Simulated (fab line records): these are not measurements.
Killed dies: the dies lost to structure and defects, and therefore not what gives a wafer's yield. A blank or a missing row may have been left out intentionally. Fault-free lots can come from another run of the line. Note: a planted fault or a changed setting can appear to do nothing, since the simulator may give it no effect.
fab line records	flow nand-harc
[record] lots = 12	wafers = 36	last-day = 32
route steps=1302 shown P_GATE@215 P_CONTACT@217 END@1302
lots untouched by any fault: they come from a run of this same line in which no faults occurred
start-h: hours from the record's first day to the start of the lot's first wafer shown	wait-h: how many hours have passed since the lot's step before this one	" the same as in the row above	L1.1+2: a row that stands for several wafers	- no value, or no start given	* or withheld: withheld	< > ~ a bound
route shown NAME@n: a module of which the file shows steps, and the number in the route of the first	usual: mean/standard deviation of fault-free wafers	same: alike in all rows	chamber/n: place in a boat	sites: per-site readings	_std_site: how widely they spread, as a standard deviation	_edge_site: the outer-site mean with the inner-site mean subtracted	radius-mm: for every site, how far away it sits from the centre of the wafer	mask NAME#n: copy n	behind: the tool/chamber that last shaped the wafer	hold: why the lot was held/for how many hours/how that ended	device: transistor that didn't switch, given as n, p or np	end of line: at the end of the route, the tests of the same wafers	a step with no rows: only its recipe	killed: count of dies lost to structure and defects at first sort (not the wafer's yield)	map: per-die view of a wafer (x killed, . not killed, _ where there is no die)
set.NAME: the setting the step ran with; set.NAME@STEP: the setting that earlier step ran with	model.NAME: the simulator's own value behind a step, which no gauge read
route steps across a sampled set of lots; one table per step, one row per wafer
services: from which hour (start-h, from the record's first day; less than 0 if before it) a tool's chamber was out of use, for how many hours, and why
[[steps]]
[step NHARC_P_GATE_RTA_82]
[recipe] temp-c = 450	time-s = 30
[usual] lamp-power-pct = 3.6/0.34	wafer_temp_C_max = 452.2/0.61
lot.wafer	tool	chamber	start-h	wait-h	lamp-power-pct	wafer_temp_C_max
L990.1	rtp-anneal-01	0	130.32	-	3.4	453.5
L990.4	"	0	"	"	3.4	452.0
L990.5	"	0	"	"	3.4	451.9
L991.1	rtp-anneal-01	0	133.03	-	3.4	453.0
L991.4	"	0	"	"	3.4	452.8
L991.5	"	0	"	"	3.4	453.2
L992.2	rtp-anneal-01	0	143.52	-	3.4	452.9
L992.4	"	0	"	"	3.4	452.3
L992.5	"	0	"	"	3.4	452.5
L993.1	rtp-anneal-01	0	158.17	-	3.4	451.5
L993.2	"	0	"	"	3.4	452.3
L993.6	"	0	"	"	3.4	452.6
L994.2	rtp-anneal-01	0	163.34	-	3.4	452.6
L994.4	"	0	"	"	3.4	452.2
L994.5	"	0	"	"	3.4	452.4
L995.1	rtp-anneal-01	0	175.18	-	3.4	452.8
L995.2	"	0	"	"	3.4	452.2
L995.6	"	0	"	"	3.4	452.7
L998.3	rtp-anneal-02	0	205.77	-	4.1	451.7
L998.4	"	0	"	"	4.1	452.1
L998.6	"	0	"	"	4.1	451.8
L107.2	rtp-anneal-01	0	294.31	-	3.4	452.6
L107.4	"	0	"	"	3.4	452.7
L107.6	"	0	"	"	3.4	452.8
L108.1	rtp-anneal-02	0	305.34	-	4.1	451.5
L108.2	"	0	"	"	4.1	452.4
L108.5	"	0	"	"	4.1	451.9
L109.1	rtp-anneal-01	0	311.74	-	3.4	452.0
L109.2	"	0	"	"	3.4	453.4
L109.3	"	0	"	"	3.4	452.3
L110.1	rtp-anneal-01	0	324.39	-	3.4	452.8
L110.2	"	0	"	"	3.4	452.6
L110.6	"	0	"	"	3.4	452.5
L112.1	rtp-anneal-01	0	341.84	-	3.4	452.7
L112.3	"	0	"	"	3.4	452.2
L112.5	"	0	"	"	3.4	452.7
[step NHARC_P_CONTACT_DEP_30]
[recipe] target-thk-a = 300	temp-c = 400	target-thk-nm = 30	flow-sccm = 200	rf-w = 450	material = SiNx
[usual] heater-power-w = 738/75
lot.wafer	tool	chamber	start-h	wait-h	heater-power-w
L990.1	pecvd-04	0	130.58	0.1	851
L990.5	"	1	"	"	703
L990.4	"	2	"	"	768
L991.1	pecvd-03	2	133.34	0.1	817
L991.4	"	1	"	"	755
L991.5	"	2	"	"	856
L992.2	pecvd-04	0	143.77	0.1	927
L992.4	"	1	"	"	639
L992.5	"	2	"	"	774
L993.2	pecvd-03	2	158.47	0.1	771
L993.1	"	0	"	"	757
L993.6	"	2	"	"	767
L994.2	pecvd-03	1	163.62	0.1	762
L994.4	"	0	"	"	755
L994.5	"	2	"	"	787
L995.2	pecvd-04	1	175.44	0.1	649
L995.1	"	2	"	"	689
L995.6	"	0	"	"	960
L998.3	pecvd-03	1	205.98	0.1	716
L998.6	"	2	"	"	787
L998.4	"	0	"	"	725
L107.2	pecvd-01	1	294.58	0.1	646
L107.6	"	0	"	"	744
L107.4	"	2	"	"	809
L108.2	pecvd-03	0	305.60	0.1	763
L108.1	"	2	"	"	782
L108.5	"	0	"	"	746
L109.3	pecvd-03	2	312.13	0.2	758
L109.1	"	0	"	"	611
L109.2	"	1	"	"	724
L110.2	pecvd-03	0	324.66	0.1	730
L110.1	"	2	"	"	740
L110.6	"	0	"	"	710
L112.3	pecvd-01	0	342.11	0.1	587
L112.1	"	2	"	"	849
L112.5	"	0	"	"	602
[step NHARC_P_CONTACT_EXPOSE_09]
[recipe] na = 1.35	target-cd-nm = 90	dose-mj = 81.26	mask-id = P_CA
[usual] focus-offset-nm = 0.0/0.55
lot.wafer	tool	chamber	start-h	wait-h	mask	focus-offset-nm
L990.1	arfi-scanner-03	0	131.87	-	P_CA#0	-0.2
L990.4	"	0	"	"	P_CA#0	-0.5
L990.5	"	0	"	"	P_CA#0	-0.5
L991.1	arfi-scanner-03	0	134.57	-	P_CA#0	-0.2
L991.4	"	0	"	"	P_CA#0	-0.7
L991.5	"	0	"	"	P_CA#0	-0.9
L992.2	arfi-scanner-02	0	145.18	-	P_CA#0	-1.1
L992.4	"	0	"	"	P_CA#0	-0.6
L992.5	"	0	"	"	P_CA#0	-1.3
L993.1	arfi-scanner-01	0	159.83	-	P_CA#0	0.0
L993.2	"	0	"	"	P_CA#0	0.2
L993.6	"	0	"	"	P_CA#0	-0.5
L994.2	arfi-scanner-01	0	164.86	-	P_CA#0	-0.6
L994.4	"	0	"	"	P_CA#0	-0.6
L994.5	"	0	"	"	P_CA#0	0.2
L995.1	arfi-scanner-03	0	176.84	-	P_CA#0	0.8
L995.2	"	0	"	"	P_CA#0	0.8
L995.6	"	0	"	"	P_CA#0	0.3
L998.3	arfi-scanner-02	0	207.39	-	P_CA_R1#0	-0.2
L998.4	"	0	"	"	P_CA_R1#0	1.0
L998.6	"	0	"	"	P_CA_R1#0	0.5
L107.2	arfi-scanner-01	0	295.95	-	P_CA#0	0.9
L107.4	"	0	"	"	P_CA#0	0.8
L107.6	"	0	"	"	P_CA#0	0.7
L108.1	arfi-scanner-02	0	307.00	-	P_CA#0	-0.3
L108.2	"	0	"	"	P_CA#0	-1.5
L108.5	"	0	"	"	P_CA#0	-1.0
L109.1	arfi-scanner-01	0	313.53	-	P_CA#0	-0.7
L109.2	"	0	"	"	P_CA#0	-0.7
L109.3	"	0	"	"	P_CA#0	-0.3
L110.1	arfi-scanner-03	0	326.05	-	P_CA#0	-0.4
L110.2	"	0	"	"	P_CA#0	0.1
L110.6	"	0	"	"	P_CA#0	0.1
L112.1	arfi-scanner-02	0	343.51	-	P_CA#0	-0.1
L112.3	"	0	"	"	P_CA#0	-0.2
L112.5	"	0	"	"	P_CA#0	0.5
[step NHARC_P_CONTACT_ETCH_35]
[recipe] target-depth-a = 390	over-etch-frac = 0.3	time-s = 65	ion-energy-ev = 80	cf4-flow-sccm = 150	ar-flow-sccm = 0	rf-w = 300	bias-w = 100	chemistry = CF4
[usual] bias-w = 99.99/0.29	drypump-motor-current-A = 5.7/0.4	mfc-ar-sccm = 0.012/0.014	oes-product-au = 1.002/0.013	rf-vpp-V = 151.7/1.2	showerhead-plenum-p-Torr = 1.81/0.068	throttle-valve-pct = 13.284/0.0088
lot.wafer	tool	chamber	start-h	wait-h	bias-w	drypump-motor-current-A	mfc-ar-sccm	oes-product-au	rf-hours-counter-h	rf-vpp-V	showerhead-plenum-p-Torr	throttle-valve-pct
L990.4	rie-diel-12	3	132.28	0.1	100.34	5.7	0	0.995	0.4	151.7	1.84	13.283
L990.1	"	0	"	"	100.34	5.3	0	0.992	0.5	151.9	1.83	13.277
L990.5	"	2	"	"	100.01	5.0	0	1.021	-	152.0	1.83	13.294
L991.1	rie-diel-12	0	134.98	0.1	99.92	5.3	0	0.988	0.8	152.5	1.83	13.274
L991.4	"	2	"	"	99.67	5.0	0	1.021	0.8	151.5	1.83	13.285
L991.5	"	1	"	"	100.05	5.7	0.033	1.017	-	151.1	1.88	13.264
L992.2	rie-diel-02	2	145.59	0.1	100.25	5.9	0.024	0.996	2.3	150.9	1.70	13.293
L992.4	"	0	"	"	99.59	6.0	0	1.000	2.8	152.3	1.84	13.276
L992.5	"	2	"	"	99.18	5.9	0.024	1.001	-	150.4	1.70	13.278
L993.1	rie-diel-12	3	160.25	0.1	100.16	5.7	0	0.999	1.8	151.2	1.84	13.278
L993.2	"	1	"	"	99.86	5.7	0.033	1.011	1.7	152.7	1.88	13.274
L993.6	"	3	"	"	99.58	5.7	0	0.990	-	152.1	1.84	13.276
L994.2	rie-diel-02	3	165.27	0.1	99.48	6.1	0.026	0.991	2.8	151.6	1.87	13.295
L994.4	"	2	"	"	99.60	6.0	0.024	0.989	3.1	151.1	1.70	13.289
L994.5	"	3	"	"	99.47	6.1	0.026	0.980	-	152.6	1.87	13.294
L995.1	rie-diel-12	1	177.25	0.1	99.83	5.7	0.033	1.016	2.3	151.9	1.88	13.284
L995.2	"	0	"	"	99.82	5.3	0	0.991	1.9	151.7	1.83	13.284
L995.6	"	1	"	"	100.10	5.7	0.033	1.017	-	153.0	1.88	13.306
L998.3	rie-diel-12	0	207.79	0.1	100.08	5.3	0	0.993	3.4	152.0	1.83	13.271
L998.4	"	2	"	"	99.87	4.9	0	1.008	3.8	152.3	1.83	13.282
L998.6	"	0	"	"	100.23	5.3	0	0.990	-	152.6	1.83	13.275
L107.4	rie-diel-02	3	296.36	0.1	99.66	6.1	0.026	1.009	2.3	151.8	1.87	13.291
L107.2	"	1	"	"	99.80	5.8	0.008	1.027	2.0	150.1	1.70	13.279
L107.6	"	0	"	"	100.17	6.0	0	0.985	-	152.8	1.84	13.285
L108.2	rie-diel-09	3	307.43	0.1	99.82	5.8	0.042	0.998	6.1	151.7	1.85	13.279
L108.1	"	0	"	"	100.38	5.0	0.013	1.013	6.3	152.1	1.71	13.285
L108.5	"	2	"	"	99.46	6.3	0	1.016	-	150.7	1.70	13.280
L109.2	rie-diel-02	1	313.95	0.1	100.36	5.8	0.008	1.020	2.7	151.2	1.70	13.298
L109.3	"	2	"	"	100.26	5.9	0.024	1.009	2.9	151.4	1.70	13.267
L109.1	"	3	"	"	99.45	6.1	0.026	1.010	2.8	152.4	1.87	13.280
L110.2	rie-diel-02	1	326.47	0.1	99.91	5.8	0.008	1.014	3.2	149.4	1.70	13.282
L110.1	"	3	"	"	99.65	6.1	0.026	1.003	3.6	153.3	1.87	13.289
L110.6	"	2	"	"	99.55	5.9	0.024	1.000	-	150.0	1.70	13.276
L112.1	rie-diel-09	3	343.93	0.1	99.88	5.8	0.042	0.998	0.8	151.4	1.85	13.278
L112.3	"	1	"	"	99.94	6.1	0	1.007	0.9	151.3	1.75	13.289
L112.5	"	2	"	"	100.13	6.3	0	1.006	-	149.1	1.70	13.283
[step NHARC_END_SORT_01]
[recipe] temp-c = 25
[usual] killed-at-array = 56/19	killed-at-other = 0.6/1	killed-at-periphery = 3.9/2.7	killed-dies = 61/19	killed-open = 3.3/1.9	killed-short = 2.4/1.7
[same] gross-dies = 677
lot.wafer	tool	chamber	start-h	wait-h	killed-at-array	killed-at-other	killed-at-periphery	killed-dies	killed-open	killed-short
L991.1	prober-02	0	580.27	2.5	97	4	2	103	5	4
L991.4	prober-02	0	582.72	3.4	86	0	5	91	3	1
L991.5	prober-02	0	583.53	3.8	93	0	3	96	4	4
L990.1	prober-01	0	585.96	2.5	26	0	2	28	4	0
L990.4	prober-01	0	588.37	3.4	29	1	2	32	1	3
L990.5	prober-01	0	589.17	3.7	26	1	5	32	2	0
L992.2	prober-02	0	588.96	2.8	68	0	2	70	4	2
L992.4	prober-02	0	590.57	3.4	75	0	1	76	3	4
L992.5	prober-02	0	591.37	3.7	59	0	1	60	2	1
L993.1	prober-01	0	593.76	2.5	52	0	3	55	1	4
L993.2	prober-01	0	594.58	2.8	39	0	0	39	0	1
L993.6	prober-01	0	597.83	4.1	49	1	1	51	3	5
L994.2	prober-02	0	615.41	2.8	72	0	7	79	2	3
L994.4	prober-02	0	617.05	3.4	56	1	7	64	9	1
L994.5	prober-02	0	617.87	3.8	63	2	6	71	9	5
L995.1	prober-02	0	645.79	2.5	51	0	1	52	2	4
L995.2	prober-02	0	646.59	2.8	62	0	2	64	4	3
L995.6	prober-02	0	649.81	4.0	64	0	0	64	2	4
L998.3	prober-01	0	654.64	3.1	33	0	1	34	3	3
L998.4	prober-01	0	655.45	3.4	25	0	2	27	3	1
L998.6	prober-01	0	657.07	4.0	32	3	2	37	4	1
L108.1	prober-02	0	742.96	2.5	61	0	1	62	7	2
L108.2	prober-02	0	743.76	2.8	78	0	4	82	4	1
L108.5	prober-02	0	746.15	3.7	68	0	5	73	1	5
L107.2	prober-01	0	743.73	2.8	62	1	8	71	5	3
L107.4	prober-01	0	745.31	3.4	49	1	4	54	2	3
L107.6	prober-01	0	746.90	4.0	46	0	5	51	5	0
L110.1	prober-01	0	762.73	2.5	67	1	4	72	5	2
L110.2	prober-01	0	763.53	2.8	48	1	3	52	1	1
L110.6	prober-01	0	766.71	4.0	52	1	5	58	2	4
L109.1	prober-02	0	765.02	2.5	78	0	1	79	4	1
L109.2	prober-02	0	765.81	2.8	76	0	3	79	6	2
L109.3	prober-02	0	766.61	3.1	80	0	4	84	2	4
L112.1	prober-02	0	772.83	2.5	69	0	6	75	2	7
L112.3	prober-02	0	774.44	3.1	75	0	0	75	2	6
L112.5	prober-02	0	776.06	3.7	79	0	9	88	3	1
// killed by level:class
L991.1 A_CHANNEL_HOLE_D1:chamber-film-flake=36 A_CHANNEL_HOLE_D2:chamber-film-flake=25 A_SLIT:chamber-film-flake=23 A_STAIRCASE:chamber-film-flake=4 THIN_TSV:chamber-film-flake=3 A_CONTACT:chamber-film-flake=2 P_CONTACT:geometric-particle:open=1 P_M0:geometric-particle:open=1
L991.4 A_SLIT:chamber-film-flake=34 A_CHANNEL_HOLE_D2:chamber-film-flake=21 A_CHANNEL_HOLE_D1:chamber-film-flake=21 A_STAIRCASE:chamber-film-flake=2 A_SGD_CUT:chamber-film-flake=2 A_CONTACT:chamber-film-flake=2 P_M0:geometric-particle:open=1 A_CHANNEL_HOLE_D2:geometric-particle:short=1
L991.5 A_SLIT:chamber-film-flake=32 A_CHANNEL_HOLE_D1:chamber-film-flake=24 A_CHANNEL_HOLE_D2:chamber-film-flake=19 A_STAIRCASE:chamber-film-flake=5 A_CONTACT:chamber-film-flake=5 P_M0:geometric-particle:open=2 A_ONON_D1:geometric-particle:short=2 A_CHANNEL_FILL_D1:geometric-particle:short=1
L990.1 A_STAIRCASE:chamber-film-flake=8 A_CONTACT:chamber-film-flake=5 A_WL_FILL:chamber-film-flake=3 A_CONTACT:unspecified=3 A_CHANNEL_HOLE_D1:chamber-film-flake=2 P_CONTACT:geometric-particle:open=1 A_DECK1_JOINT:geometric-particle:open=1 A_CHANNEL_FILL_D2:geometric-particle:open=1
L990.4 A_CHANNEL_HOLE_D2:chamber-film-flake=9 A_STAIRCASE:chamber-film-flake=9 A_CONTACT:chamber-film-flake=4 A_CONTACT:geometric-particle:short=2 P_BONDPAD:chamber-film-flake=2 A_WL_FILL:geometric-particle:short=1 A_BLC:geometric-particle:open=1 A_CHANNEL_HOLE_D1:chamber-film-flake=1
L992.2 A_SLIT:chamber-film-flake=28 A_CHANNEL_HOLE_D1:chamber-film-flake=27 A_CHANNEL_HOLE_D2:chamber-film-flake=5 A_CONTACT:chamber-film-flake=2 A_SOURCE_PLATE:geometric-particle:open=1 A_CHANNEL_FILL_D1:geometric-particle:short=1 A_CHANNEL_FILL_D1:geometric-particle:open=1 A_CHANNEL_FILL_D2:geometric-particle:open=1
L990.5 A_CHANNEL_HOLE_D2:chamber-film-flake=7 A_CONTACT:chamber-film-flake=7 A_CONTACT:unspecified=5 P_BONDPAD:chamber-film-flake=3 A_STAIRCASE:chamber-film-flake=3 P_GATE:chamber-film-flake=2 A_CHANNEL_FILL_D2:geometric-particle:open=1 A_STAIRCASE:geometric-particle:open=1
L992.4 A_CHANNEL_HOLE_D1:chamber-film-flake=28 A_SLIT:chamber-film-flake=25 A_CHANNEL_HOLE_D2:chamber-film-flake=10 A_STAIRCASE:chamber-film-flake=3 A_WL_FILL:geometric-particle:short=2 A_CONTACT:chamber-film-flake=2 P_GATE:geometric-particle:open=1 A_DECK1_JOINT:geometric-particle:open=1
L992.5 A_CHANNEL_HOLE_D1:chamber-film-flake=27 A_SLIT:chamber-film-flake=18 A_STAIRCASE:chamber-film-flake=4 A_CONTACT:chamber-film-flake=4 A_DECK1_JOINT:geometric-particle:short=1 A_CHANNEL_FILL_D2:geometric-particle:open=1 A_WL_FILL:geometric-particle:open=1 P_ZERO_WELL:chamber-film-flake=1
L993.1 A_CHANNEL_HOLE_D2:chamber-film-flake=42 A_CONTACT:chamber-film-flake=3 P_GATE:geometric-particle:short=1 P_GATE:geometric-particle:open=1 A_ONON_D1:geometric-particle:short=1 A_STAIRCASE:geometric-particle:short=1 A_CONTACT:geometric-particle:short=1 P_GATE:chamber-film-flake=1
L993.2 A_CHANNEL_HOLE_D2:chamber-film-flake=32 A_STAIRCASE:chamber-film-flake=2 A_CONTACT:chamber-film-flake=2 A_ONON_D2:geometric-particle:short=1 A_CHANNEL_HOLE_D1:chamber-film-flake=1 A_DECK1_JOINT:chamber-film-flake=1
L993.6 A_CHANNEL_HOLE_D2:chamber-film-flake=38 A_CONTACT:chamber-film-flake=3 A_CHANNEL_FILL_D2:geometric-particle:open=2 A_SOURCE_PLATE:geometric-particle:short=1 A_CHANNEL_FILL_D1:geometric-particle:short=1 A_CHANNEL_HOLE_D2:geometric-particle:short=1 A_WL_FILL:geometric-particle:short=1 A_BLC:geometric-particle:open=1
L994.2 A_SLIT:chamber-film-flake=35 A_CHANNEL_HOLE_D2:chamber-film-flake=10 A_STAIRCASE:chamber-film-flake=10 A_CHANNEL_HOLE_D1:chamber-film-flake=4 P_STI:chamber-film-flake=3 A_CONTACT:chamber-film-flake=3 P_ZERO_WELL:chamber-film-flake=2 P_M2:chamber-film-flake=2
L994.4 A_SLIT:chamber-film-flake=27 A_CONTACT:chamber-film-flake=7 A_CHANNEL_HOLE_D2:chamber-film-flake=5 P_ZERO_WELL:chamber-film-flake=4 A_STAIRCASE:chamber-film-flake=4 P_CONTACT:geometric-particle:open=2 A_SGD_CUT:geometric-particle:open=2 A_CHANNEL_HOLE_D1:chamber-film-flake=2
L994.5 A_SLIT:chamber-film-flake=24 A_CHANNEL_HOLE_D2:chamber-film-flake=10 A_STAIRCASE:chamber-film-flake=7 A_CHANNEL_HOLE_D1:chamber-film-flake=5 A_WL_FILL:geometric-particle:short=4 A_M0:geometric-particle:open=4 A_WL_FILL:chamber-film-flake=3 A_CONTACT:chamber-film-flake=2
L995.1 A_SLIT:chamber-film-flake=24 A_CHANNEL_HOLE_D2:chamber-film-flake=13 A_STAIRCASE:chamber-film-flake=5 A_CHANNEL_HOLE_D1:chamber-film-flake=2 A_CONTACT:chamber-film-flake=2 P_STI:geometric-particle:short=1 A_ONON_D2:geometric-particle:short=1 A_CHANNEL_FILL_D2:geometric-particle:short=1
L995.2 A_SLIT:chamber-film-flake=39 A_CHANNEL_HOLE_D2:chamber-film-flake=9 A_ONON_D2:geometric-particle:open=3 A_CONTACT:chamber-film-flake=3 A_SOURCE_PLATE:geometric-particle:short=1 A_CHANNEL_HOLE_D1:geometric-particle:open=1 A_ONON_D2:geometric-particle:short=1 A_CHANNEL_FILL_D2:geometric-particle:short=1
L995.6 A_SLIT:chamber-film-flake=34 A_CHANNEL_HOLE_D2:chamber-film-flake=12 A_CHANNEL_HOLE_D1:chamber-film-flake=6 A_CONTACT:chamber-film-flake=5 A_M0:geometric-particle:open=2 A_SOURCE_PLATE:geometric-particle:short=1 A_ONON_D1:geometric-particle:short=1 A_CHANNEL_HOLE_D1:geometric-particle:short=1
L998.3 A_CHANNEL_HOLE_D2:chamber-film-flake=15 A_CHANNEL_HOLE_D1:chamber-film-flake=7 A_CHANNEL_FILL_D2:chamber-film-flake=2 A_STAIRCASE:chamber-film-flake=2 P_CONTACT:geometric-particle:open=1 A_CHANNEL_HOLE_D1:geometric-particle:open=1 A_CHANNEL_HOLE_D1:geometric-particle:short=1 A_CHANNEL_FILL_D1:geometric-particle:short=1
L998.4 A_CHANNEL_HOLE_D2:chamber-film-flake=11 A_CHANNEL_FILL_D2:chamber-film-flake=5 A_DECK1_JOINT:chamber-film-flake=3 P_M1:geometric-particle:open=1 A_CHANNEL_FILL_D2:geometric-particle:open=1 A_WL_FILL:geometric-particle:open=1 A_BLC:geometric-particle:short=1 P_ZERO_WELL:chamber-film-flake=1
L998.6 A_CHANNEL_HOLE_D2:chamber-film-flake=16 A_CHANNEL_FILL_D2:chamber-film-flake=5 A_SLIT:chamber-film-flake=5 A_CHANNEL_HOLE_D1:chamber-film-flake=2 A_CONTACT:chamber-film-flake=2 THIN_TSV:chamber-film-flake=2 P_GATE:geometric-particle:open=1 P_CONTACT:geometric-particle:open=1
L108.1 A_CHANNEL_HOLE_D1:chamber-film-flake=22 A_CHANNEL_HOLE_D2:chamber-film-flake=18 A_SLIT:chamber-film-flake=6 A_CONTACT:chamber-film-flake=4 A_ZERO_WELL:chamber-film-flake=2 P_GATE:geometric-particle:open=1 A_CHANNEL_HOLE_D1:geometric-particle:open=1 A_CHANNEL_FILL_D1:geometric-particle:open=1
L107.2 A_SLIT:chamber-film-flake=29 A_CHANNEL_HOLE_D1:chamber-film-flake=10 A_SGD_CUT:chamber-film-flake=10 P_M1:chamber-film-flake=3 A_CONTACT:chamber-film-flake=3 A_SGD_CUT:geometric-particle:short=2 P_ZERO_WELL:chamber-film-flake=2 A_WL_FILL:chamber-film-flake=2
L108.2 A_CHANNEL_HOLE_D1:chamber-film-flake=40 A_CHANNEL_HOLE_D2:chamber-film-flake=21 A_SLIT:chamber-film-flake=5 P_GATE:chamber-film-flake=3 A_STAIRCASE:chamber-film-flake=3 A_M0:geometric-particle:open=2 A_WL_FILL:chamber-film-flake=2 A_CONTACT:chamber-film-flake=2
L107.4 A_SLIT:chamber-film-flake=18 A_CHANNEL_HOLE_D1:chamber-film-flake=9 A_SGD_CUT:chamber-film-flake=9 A_CONTACT:chamber-film-flake=4 A_STAIRCASE:chamber-film-flake=3 A_DECK1_JOINT:geometric-particle:short=2 P_ZERO_WELL:chamber-film-flake=2 A_WL_FILL:chamber-film-flake=2
L108.5 A_CHANNEL_HOLE_D1:chamber-film-flake=30 A_CHANNEL_HOLE_D2:chamber-film-flake=26 A_CONTACT:chamber-film-flake=3 A_ONON_D2:geometric-particle:short=2 P_GATE:chamber-film-flake=2 A_SLIT:chamber-film-flake=2 P_CONTACT:geometric-particle:open=1 P_CONTACT:geometric-particle:short=1
L107.6 A_SLIT:chamber-film-flake=27 A_SGD_CUT:chamber-film-flake=6 A_CONTACT:chamber-film-flake=4 A_CHANNEL_HOLE_D1:chamber-film-flake=3 A_ONON_D1:geometric-particle:open=2 P_M1:chamber-film-flake=2 A_STAIRCASE:chamber-film-flake=2 P_M2:geometric-particle:open=1
L110.1 A_CHANNEL_HOLE_D2:chamber-film-flake=30 A_CHANNEL_HOLE_D1:chamber-film-flake=16 A_CONTACT:chamber-film-flake=5 A_STAIRCASE:chamber-film-flake=5 A_SLIT:chamber-film-flake=5 P_M0:geometric-particle:open=2 P_CONTACT:geometric-particle:short=1 A_ONON_D1:geometric-particle:short=1
L110.2 A_CHANNEL_HOLE_D2:chamber-film-flake=21 A_SLIT:chamber-film-flake=7 A_CHANNEL_HOLE_D1:chamber-film-flake=6 A_STAIRCASE:chamber-film-flake=5 A_CONTACT:chamber-film-flake=5 P_GATE:chamber-film-flake=2 A_CHANNEL_FILL_D1:geometric-particle:open=1 A_WL_FILL:geometric-particle:short=1
L109.1 A_SLIT:chamber-film-flake=33 A_CHANNEL_HOLE_D2:chamber-film-flake=17 A_CHANNEL_HOLE_D1:chamber-film-flake=9 A_STAIRCASE:chamber-film-flake=6 A_CONTACT:chamber-film-flake=5 A_CHANNEL_FILL_D1:geometric-particle:open=2 A_DECK1_JOINT:chamber-film-flake=2 A_CHANNEL_HOLE_D1:geometric-particle:short=1
L109.2 A_CHANNEL_HOLE_D2:chamber-film-flake=24 A_SLIT:chamber-film-flake=22 A_CHANNEL_HOLE_D1:chamber-film-flake=14 A_CONTACT:chamber-film-flake=5 P_BONDPAD:chamber-film-flake=3 A_SOURCE_PLATE:geometric-particle:open=2 A_DECK1_JOINT:chamber-film-flake=2 A_ONON_D1:geometric-particle:open=1
L109.3 A_CHANNEL_HOLE_D2:chamber-film-flake=26 A_SLIT:chamber-film-flake=23 A_CHANNEL_HOLE_D1:chamber-film-flake=16 A_STAIRCASE:chamber-film-flake=4 A_DECK1_JOINT:chamber-film-flake=3 A_CONTACT:chamber-film-flake=3 P_GATE:chamber-film-flake=2 P_M0:geometric-particle:short=1
L110.6 A_CHANNEL_HOLE_D2:chamber-film-flake=24 A_CHANNEL_HOLE_D1:chamber-film-flake=12 A_STAIRCASE:chamber-film-flake=4 A_CONTACT:chamber-film-flake=4 A_SLIT:chamber-film-flake=3 P_STI:chamber-film-flake=2 P_CONTACT:geometric-particle:short=1 P_CONTACT:geometric-particle:open=1
L112.1 A_CHANNEL_HOLE_D2:chamber-film-flake=22 A_CONTACT:chamber-film-flake=17 A_SLIT:chamber-film-flake=8 A_CHANNEL_HOLE_D1:chamber-film-flake=6 A_ZERO_WELL:chamber-film-flake=4 A_WL_FILL:geometric-particle:short=2 P_ZERO_WELL:chamber-film-flake=2 P_STI:chamber-film-flake=2
L112.3 A_CHANNEL_HOLE_D2:chamber-film-flake=24 A_CHANNEL_HOLE_D1:chamber-film-flake=23 A_CONTACT:chamber-film-flake=14 A_ONON_D1:geometric-particle:short=2 A_CHANNEL_FILL_D1:geometric-particle:short=2 A_ZERO_WELL:chamber-film-flake=2 A_SLIT:chamber-film-flake=2 A_DECK1_JOINT:geometric-particle:open=1
L112.5 A_CHANNEL_HOLE_D1:chamber-film-flake=24 A_CHANNEL_HOLE_D2:chamber-film-flake=22 A_CONTACT:chamber-film-flake=13 A_SLIT:chamber-film-flake=8 P_ZERO_WELL:chamber-film-flake=5 A_STAIRCASE:chamber-film-flake=4 A_ZERO_WELL:chamber-film-flake=4 A_CHANNEL_FILL_D1:geometric-particle:open=2
[[services]]
tool	chamber	start-h	hours	kind
arfi-scanner-03	-	115.25	0.2	repair
arfi-scanner-01	-	117.39	0.3	repair
arfi-scanner-01	-	125.07	1.4	repair
pecvd-01	-	130.00	13.0	pm
pecvd-03	1	139.28	5.9	repair
arfi-scanner-02	-	140.00	4.0	pm
rie-diel-12	0	160.49	7.1	repair
rie-diel-12	3	164.04	5.3	repair
rie-diel-02	1	169.37	6.1	repair
pecvd-03	-	185.16	13.0	pm
rie-diel-12	2	191.35	4.6	repair
rie-diel-12	1	191.55	3.9	repair
pecvd-04	2	194.46	7.9	repair
arfi-scanner-03	-	196.00	4.0	pm
rie-diel-02	-	220.04	9.0	pm
pecvd-03	2	220.22	5.7	repair
arfi-scanner-01	-	252.00	4.0	pm
arfi-scanner-03	-	256.28	26.9	repair
rie-diel-12	-	268.40	9.0	pm
pecvd-04	-	269.04	13.0	pm
arfi-scanner-02	-	279.27	4.0	repair
arfi-scanner-01	-	303.80	3.0	repair
arfi-scanner-02	-	312.00	4.0	pm
pecvd-04	0	324.58	17.6	repair
[[key]]
[first-sign] step = NHARC_P_CONTACT_EXPOSE_09	reading = mask	direction = changed
effect none on later readings
met-at NHARC_P_CONTACT_EXPOSE_09
struck-lots L998
tester-left-out L998
not-acting-at NHARC_P_GATE_RTA_82,NHARC_P_CONTACT_DEP_30,NHARC_P_CONTACT_ETCH_35
onset-between 145.18 207.39
[fault] kind = wrong-mask	tool = any	chamber = -	onset-h = 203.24	steps = NHARC_P_CONTACT_EXPOSE_09	aux-copy = P_CA_R1#0	cd-offset-nm = 2.3	scope = struck-lots-only
// tester-left-out: of these lots the tester's yield and bins aren't shown, on N5 and GAA mostly nor the transistor test; their killed dies are dies lost to structure and defects alone, not to doping, threshold or leakage, so they don't give the yield
